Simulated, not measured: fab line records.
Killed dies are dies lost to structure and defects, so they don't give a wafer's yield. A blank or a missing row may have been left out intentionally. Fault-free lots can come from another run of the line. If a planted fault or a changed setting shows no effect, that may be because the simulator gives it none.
fab line records	flow nand-harc
record lots=12	wafers=36	last-day=34
route steps=1302 shown A_DECK1_JOINT@527 A_ONON_D2@546 END@1302
lots that met no fault: from a run of the same line without faults
start-h: hours from the record's first day to the start of the lot's first wafer shown	wait-h: how many hours have passed since the lot's step before this one	" repeats the value in the row above	L1.1+2: several wafers, shown together as one row	- no value, or no start given	* or withheld: withheld	< > ~ a bound
route shown NAME@n: a module of which the file shows steps, and the number in the route of the first	usual: mean and standard deviation over wafers with no fault	same: alike in all rows	chamber/n: place in a boat	sites: each site's reading	_std_site: standard deviation of those values	_edge_site: the outer-site mean with the inner-site mean subtracted	radius-mm: for every site, how far away it sits from the centre of the wafer	mask NAME#n: copy n	behind: the last tool/chamber to shape the wafer	hold: why the lot went on hold/how many hours it stayed there/how the hold came to an end	device: the transistor (n, p or np) that didn't switch	end of line: the same wafers' tests at the end of the route	a step with no rows: only its recipe	killed: not the wafer's yield, but the dies lost to structure and defects at the first sort	map: dies across one wafer; x = killed, . = not, _ = none there
set.NAME: the setting that was run; set.NAME@STEP: the one run at that earlier step	model.NAME: the simulator's own value behind a step, which no gauge read
the route's steps for a sample of lots (tables are steps, rows are wafers)
services: the hour from which a tool's chamber was out of use, counted from the record's first day as start-h (under 0 if before that day), plus the number of hours and why
## steps
# step NHARC_A_DECK1_JOINT_CMP_13
# recipe target-thk-nm=51.023
# usual edge-zone-pressure-frac=1.000/0.0055	motor-current-A=11.6/1	retaining-ring-pressure-frac=1.000/0.005	time-to-endpoint-s=8.6/2.6
lot.wafer	tool	chamber	start-h	wait-h	edge-zone-pressure-frac	motor-current-A	retaining-ring-pressure-frac	time-to-endpoint-s
L733.2	cmp-03	3	270.54	0.4	1.002	12.6	0.995	10.3
L733.6	"	3	"	"	1.015	11.8	0.995	6.8
L733.5	"	0	"	"	0.991	10.6	0.994	8.0
L735.4	cmp-03	1	287.18	0.4	0.998	11.2	0.996	9.2
L735.3	"	2	"	"	0.999	10.4	0.999	9.4
L735.6	"	1	"	"	1.000	11.6	0.996	12.3
L737.4	cmp-04	1	300.65	0.4	1.010	12.2	1.002	9.0
L737.1	"	2	"	"	0.991	11.1	1.008	6.8
L737.6	"	3	"	"	1.004	10.3	1.002	3.6
L738.4	cmp-04	0	316.88	0.4	1.001	11.7	0.993	10.8
L738.1	"	1	"	"	0.999	12.4	1.008	10.0
L738.6	"	3	"	"	0.993	9.7	1.000	6.5
L743.1	cmp-04	0	354.92	0.4	1.010	11.3	0.995	12.8
L743.4	"	1	"	"	1.001	11.7	1.008	11.1
L743.2	"	3	"	"	1.002	9.9	1.005	6.6
L742.1	cmp-01	0	358.88	0.4	0.990	12.8	1.006	12.1
L742.6	"	1	"	"	1.001	12.7	1.001	14.4
L742.5	"	2	"	"	0.995	12.2	1.007	8.9
L744.2	cmp-03	3	375.85	0.4	1.003	13.3	1.001	1.5
L744.4	"	0	"	"	1.012	11.3	1.006	5.4
L744.6	"	0	"	"	1.007	10.9	1.003	4.9
L749.1	cmp-03	3	430.54	0.4	1.003	12.3	1.003	4.7
L749.5	"	2	"	"	1.001	11.3	1.007	5.3
L749.6	"	3	"	"	1.005	12.8	0.999	4.2
L750.3	cmp-01	0	437.18	0.4	0.998	12.8	0.998	13.4
L750.2	"	1	"	"	0.998	12.0	1.000	11.3
L750.6	"	2	"	"	1.005	14.2	0.995	8.5
L752.3	cmp-04	0	457.96	0.4	1.005	10.4	1.009	10.1
L752.2	"	2	"	"	1.005	11.1	1.000	8.1
L752.6	"	1	"	"	1.000	11.6	0.994	9.1
L753.3	cmp-01	1	466.39	0.4	0.996	13.0	0.997	11.6
L753.1	"	2	"	"	1.004	13.1	0.999	9.8
L753.6	"	0	"	"	1.006	12.3	0.999	13.4
L754.2	cmp-04	0	488.45	0.4	0.996	10.8	0.993	10.1
L754.5	"	0	"	"	1.001	10.8	0.989	10.9
L754.6	"	1	"	"	0.994	12.1	0.993	11.8
# step NHARC_A_DECK1_JOINT_DEP_16
# recipe target-thk-a=450	temp-c=400	pressure-torr=6.5	rf-w=900	teos-flow-sccm=161.4	flow-sccm=2650	target-thk-nm=45	gas=O2	material=SiO2
# usual heater-power-w=565/100	throttle-valve-pct=15.7/0.51
lot.wafer	tool	chamber	start-h	wait-h	heater-power-w	throttle-valve-pct
L733.2	pecvd-03	1	292.85	0.1	428	15.7
L733.6	"	0	"	"	539	16.3
L733.5	"	1	"	"	433	15.7
L735.3	pecvd-03	2	312.66	0.1	658	15.4
L735.6	"	2	"	"	679	15.1
L735.4	"	1	"	"	403	15.7
L737.1	pecvd-02	0	323.46	0.1	512	15.7
L737.4	"	1	"	"	714	15.2
L737.6	"	1	"	"	734	15.3
L738.1	pecvd-04	2	339.72	0.1	727	16.6
L738.4	"	1	"	"	727	15.6
L738.6	"	0	"	"	592	14.5
L743.2	pecvd-02	1	377.90	0.1	692	15.2
L743.1	"	0	"	"	605	15.4
L743.4	"	0	"	"	587	15.8
L742.1	pecvd-02	1	385.47	0.2	632	15.1
L742.6	"	1	"	"	655	14.9
L742.5	"	0	"	"	556	15.7
L744.2	pecvd-03	0	409.30	0.1	480	16.1
L744.4	"	0	"	"	485	16.0
L744.6	"	1	"	"	434	15.3
L749.1	pecvd-03	1	456.72	0.2	386	15.4
L749.5	"	0	"	"	519	16.3
L749.6	"	1	"	"	392	15.4
L750.2	pecvd-03	0	458.89	0.1	516	16.2
L750.3	"	1	"	"	430	15.3
L750.6	"	2	"	"	635	15.2
L752.2	pecvd-02	2	484.55	0.1	538	16.4
L752.3	"	0	"	"	485	15.6
L752.6	"	0	"	"	473	16.1
L753.3	pecvd-02	0	492.62	0.1	604	15.8
L753.1	"	2	"	"	485	16.3
L753.6	"	2	"	"	481	16.6
L754.2	pecvd-03	1	513.36	0.1	394	15.6
L754.6	"	2	"	"	572	15.6
L754.5	"	0	"	"	506	16.3
# step NHARC_A_DECK1_JOINT_THK_MEAS_17
# recipe thk-meas-gauge=ellipsometry
# usual thk-nm=45.1/1.3
lot.wafer	tool	chamber	start-h	wait-h	hold	thk-nm
L733.2	film-metro-01	-	293.11	0.2	-	43.9
L733.5	"	-	"	"	-	45.9
L733.6	"	-	"	"	-	45.5
L735.3	film-metro-01	-	312.94	0.3	-	44.1
L735.4	"	-	"	"	-	48.2
L735.6	"	-	"	"	-	46.2
L737.1	film-metro-02	-	323.83	0.3	-	42.9
L737.4	"	-	"	"	-	44.8
L737.6	"	-	"	"	-	43.3
L738.1	film-metro-02	-	339.97	0.2	-	44.8
L738.4	"	-	"	"	-	47.8
L738.6	"	-	"	"	-	45.1
L743.1	film-metro-01	-	378.27	0.3	await-dispo/0.2h/release	38.3
L743.2	"	-	"	"	await-dispo/0.2h/release	45.5
L743.4	"	-	"	"	await-dispo/0.2h/release	39.6
L743.1	film-metro-01	-	378.44	0.2	-	38.7
L743.2	"	-	"	"	-	44.0
L743.4	"	-	"	"	-	39.0
L742.1	film-metro-01	-	385.84	0.3	await-dispo/0.2h/release	45.6
L742.5	"	-	"	"	await-dispo/0.2h/release	40.1
L742.6	"	-	"	"	await-dispo/0.2h/release	46.8
L742.1	film-metro-01	-	386.01	0.2	-	43.9
L742.5	"	-	"	"	-	39.8
L742.6	"	-	"	"	-	43.3
L744.2	film-metro-01	-	409.55	0.2	-	44.4
L744.4	"	-	"	"	-	45.0
L744.6	"	-	"	"	-	47.3
L749.1	film-metro-02	-	456.94	0.2	-	46.9
L749.5	"	-	"	"	-	44.9
L749.6	"	-	"	"	-	45.2
L750.2	film-metro-01	-	459.17	0.3	-	44.2
L750.3	"	-	"	"	-	46.4
L750.6	"	-	"	"	-	45.1
L752.2	film-metro-02	-	484.80	0.2	-	45.2
L752.3	"	-	"	"	-	44.6
L752.6	"	-	"	"	-	47.3
L753.1	film-metro-01	-	492.91	0.2	-	44.4
L753.3	"	-	"	"	-	47.2
L753.6	"	-	"	"	-	47.0
L754.2	film-metro-02	-	513.58	0.2	-	44.5
L754.5	"	-	"	"	-	42.9
L754.6	"	-	"	"	-	44.9
# step NHARC_A_ONON_D2_THK_MEAS_02
# recipe thk-meas-gauge=ellipsometry
# usual thk-nm=1002/9.4
lot.wafer	tool	chamber	start-h	wait-h	thk-nm
L733.2	film-metro-02	-	293.71	-	997
L733.5	"	-	"	"	997
L733.6	"	-	"	"	999
L735.3	film-metro-02	-	313.55	-	1018
L735.4	"	-	"	"	1016
L735.6	"	-	"	"	1017
L737.1	film-metro-02	-	324.44	-	1010
L737.4	"	-	"	"	1008
L737.6	"	-	"	"	1011
L738.1	film-metro-02	-	340.58	-	990
L738.4	"	-	"	"	989
L738.6	"	-	"	"	989
L743.1	film-metro-01	-	380.36	-	1007
L743.2	"	-	"	"	1007
L743.4	"	-	"	"	1008
L742.1	film-metro-01	-	391.89	-	1007
L742.5	"	-	"	"	1006
L742.6	"	-	"	"	1006
L744.2	film-metro-01	-	410.16	-	1003
L744.4	"	-	"	"	1004
L744.6	"	-	"	"	1002
L749.1	film-metro-01	-	457.56	-	1019
L749.5	"	-	"	"	1018
L749.6	"	-	"	"	1019
L750.2	film-metro-02	-	459.79	-	991
L750.3	"	-	"	"	990
L750.6	"	-	"	"	990
L752.2	film-metro-01	-	485.42	-	1002
L752.3	"	-	"	"	1003
L752.6	"	-	"	"	1001
L753.1	film-metro-01	-	493.52	-	1000
L753.3	"	-	"	"	999
L753.6	"	-	"	"	1000
L754.2	film-metro-01	-	514.19	-	1003
L754.5	"	-	"	"	1004
L754.6	"	-	"	"	1004
# step NHARC_A_ONON_D2_THK_MEAS_21
# recipe thk-meas-gauge=ellipsometry
# usual thk-nm=999/10
lot.wafer	tool	chamber	start-h	wait-h	thk-nm
L733.2	film-metro-01	-	307.88	-	1011
L733.5	"	-	"	"	1011
L733.6	"	-	"	"	1012
L735.3	film-metro-02	-	322.23	-	975
L735.4	"	-	"	"	973
L735.6	"	-	"	"	974
L737.1	film-metro-01	-	337.48	-	993
L737.4	"	-	"	"	991
L737.6	"	-	"	"	991
L738.1	film-metro-02	-	351.17	-	1002
L738.4	"	-	"	"	1003
L738.6	"	-	"	"	1003
L743.1	film-metro-02	-	389.07	-	1014
L743.2	"	-	"	"	1013
L743.4	"	-	"	"	1012
L742.1	film-metro-02	-	401.18	-	1009
L742.5	"	-	"	"	1006
L742.6	"	-	"	"	1007
L744.2	film-metro-02	-	422.98	-	999
L744.4	"	-	"	"	1000
L744.6	"	-	"	"	999
L750.2	film-metro-01	-	468.37	-	993
L750.3	"	-	"	"	994
L750.6	"	-	"	"	994
L749.1	film-metro-02	-	468.37	-	1002
L749.5	"	-	"	"	999
L749.6	"	-	"	"	1002
L752.2	film-metro-02	-	500.09	-	993
L752.3	"	-	"	"	992
L752.6	"	-	"	"	992
L753.1	film-metro-01	-	503.75	-	1005
L753.3	"	-	"	"	1003
L753.6	"	-	"	"	1003
L754.2	film-metro-01	-	524.39	-	1016
L754.5	"	-	"	"	1019
L754.6	"	-	"	"	1017
# step NHARC_END_SORT_01
# recipe temp-c=25
# usual killed-at-array=58/19	killed-at-other=1.1/1.2	killed-at-periphery=3.8/2.4	killed-dies=63/18	killed-open=3.3/1.8	killed-short=2.2/1.6
# same gross-dies=677
lot.wafer	tool	chamber	start-h	wait-h	killed-at-array	killed-at-other	killed-at-periphery	killed-dies	killed-open	killed-short
L742.5	prober-02	0	679.58	3.7	87	1	2	90	4	2
# killed by level:class
L742.5 A_SLIT:chamber-film-flake=29 A_CHANNEL_HOLE_D1:chamber-film-flake=27 A_CHANNEL_HOLE_D2:chamber-film-flake=16 A_WL_FILL:chamber-film-flake=3 A_CONTACT:chamber-film-flake=3 P_CONTACT:geometric-particle:open=2 A_ZERO_WELL:chamber-film-flake=2 A_DECK1_JOINT:chamber-film-flake=2
## services
tool	chamber	start-h	hours	kind
cmp-03	-	260.00	4.0	pm
pecvd-02	2	260.19	131.5	repair
pecvd-04	-	269.35	13.0	pm
cmp-01	-	291.53	4.0	pm
cmp-03	-	306.77	0.3	repair
cmp-04	-	307.00	4.0	pm
pecvd-02	1	352.32	23.3	repair
cmp-03	-	358.00	4.0	pm
pecvd-03	-	366.14	13.0	pm
cmp-04	-	379.95	0.9	repair
cmp-01	-	389.53	4.0	pm
cmp-03	-	400.89	2.4	repair
cmp-04	-	405.00	4.0	pm
pecvd-02	-	408.33	13.0	pm
cmp-03	-	413.92	1.8	repair
cmp-03	-	418.65	2.6	repair
pecvd-02	-	453.86	0.6	repair
cmp-03	-	454.05	1.7	repair
cmp-03	-	456.00	4.0	pm
cmp-01	-	487.53	4.0	pm
cmp-04	-	494.27	4.4	repair
cmp-04	-	503.00	4.0	pm
cmp-01	-	506.45	0.5	repair
cmp-04	-	509.76	4.1	repair
## key
first-sign step=NHARC_A_DECK1_JOINT_THK_MEAS_17	reading=visit	direction=added
effect step=NHARC_A_DECK1_JOINT_THK_MEAS_17	reading=thk-nm	direction=down	sigmas=4.4	usual=45.1	struck=39.3
met-at NHARC_A_DECK1_JOINT_DEP_16
struck-lots L742,L743
struck-wafers L742.5,L743.1,L743.4
tester-left-out L742,L743
not-acting-at NHARC_A_DECK1_JOINT_CMP_13,NHARC_A_ONON_D2_THK_MEAS_02,NHARC_A_ONON_D2_THK_MEAS_21
onset-between 323.46 377.90
fault kind=process-parameter-drift	tool=pecvd-02	chamber=0	onset-h=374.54	steps=NHARC_A_DECK1_JOINT_DEP_16	channel=teos-flow-sccm	offset=*	shape=step	end-h=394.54	acts-in=*	stated=*
# tester-left-out: of these lots the tester's yield and bins aren't shown, on N5 and GAA mostly nor the transistor test; their killed dies are dies lost to structure and defects alone, not to doping, threshold or leakage, so they don't give the yield
